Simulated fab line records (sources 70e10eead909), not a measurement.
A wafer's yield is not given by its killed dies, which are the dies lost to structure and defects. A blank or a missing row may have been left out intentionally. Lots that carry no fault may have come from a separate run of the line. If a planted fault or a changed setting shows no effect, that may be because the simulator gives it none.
8D (eight disciplines) problem report, filled in by code | flow nand harc | the parts of the form that need people (team, actions taken, sign-off) are left out

1. WHAT IS WRONG
Wafers without a fault read 65, standard deviation 20; killed dies at NHARC_END_SORT_01 reads a mean of 677 on 6 wafers belonging to 2 lots. Relative to the usual mean, that is a shift of +31 standard deviations.
Seen first at day 28 00:35 on prober-02, wafer L203.1. The record has a number at this step for 6 wafers belonging to 2 lots. Rule for "out" (also "out of limits"): further than 4 standard deviations from the usual mean. The other wafers with a number count as sound.

2. WHAT THIS IS AND IS NOT
question                    | is                           | is not
which readings at this step | killed dies, killed at array | killed at periphery, killed open, killed short
which lots                  | L201, L203                   | -
which wafers of those lots  | all that have a number       | -
read on which gauges        | prober-01, prober-02         | -
when                        | from day 28 00:35            | up to then (0 sound wafers)

3. THE SUSPECTS, EACH WITH WHAT RULES IT OUT
Counting: any tool at a process step up to the reading is kept as a suspect provided that every lot that is out went through it and no sound lot did after the first of them.
- the gauge at NHARC_END_SORT_01 is ruled out. Those wafers that are out were read across 2 gauges (prober-01, prober-02).
- acl dep-02 at NHARC_A_CHANNEL_HOLE_D2_DEP_00 (deposits aC, target thk 3100 nm): kept. It ran every lot that is out, first L201 (day 16 16:12), and no sound lot after that.
After counting, what remains is acl dep-02 at NHARC_A_CHANNEL_HOLE_D2_DEP_00.

4. THE CAUSE (what the simulator had put in)
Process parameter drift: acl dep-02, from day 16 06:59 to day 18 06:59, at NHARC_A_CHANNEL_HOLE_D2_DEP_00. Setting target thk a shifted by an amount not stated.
Counting left only this tool.

5. THE EFFECT CHAIN, in route order
One row per reading whose mean, taken over the struck wafers that have a number, lies over 3 standard deviations from the usual. Only readings for which the record gives a usual standard deviation are gone through. hours: the time from each lot's start at the first step in this table that gives one to its start at this step, as a median over the lots. sigmas: the change in usual standard deviations.
hours | step              | reading         | usual | on struck wafers | change | sigmas
0     | NHARC_END_SORT_01 | killed at array | 60    | 673              | +613   | +29
0     | NHARC_END_SORT_01 | killed dies     | 65    | 677              | +612   | +31

6. HOW IT WOULD HAVE BEEN CAUGHT EARLIER
Counted from the fault's start at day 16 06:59, it took 282 hours until the first out-of-limits reading at a measuring or inspecting step in this record, taken at day 28 00:35.
Of the tool readings at NHARC_A_CHANNEL_HOLE_D2_DEP_00 for which the record gives a usual standard deviation, none was out on any struck wafer, so an alarm limit of 4 standard deviations on them would not have fired.
All the lots that are out (2) had begun NHARC_A_CHANNEL_HOLE_D2_DEP_00 on acl dep-02 by day 28 00:35. None of them would have been spared by holding the tool at that moment.
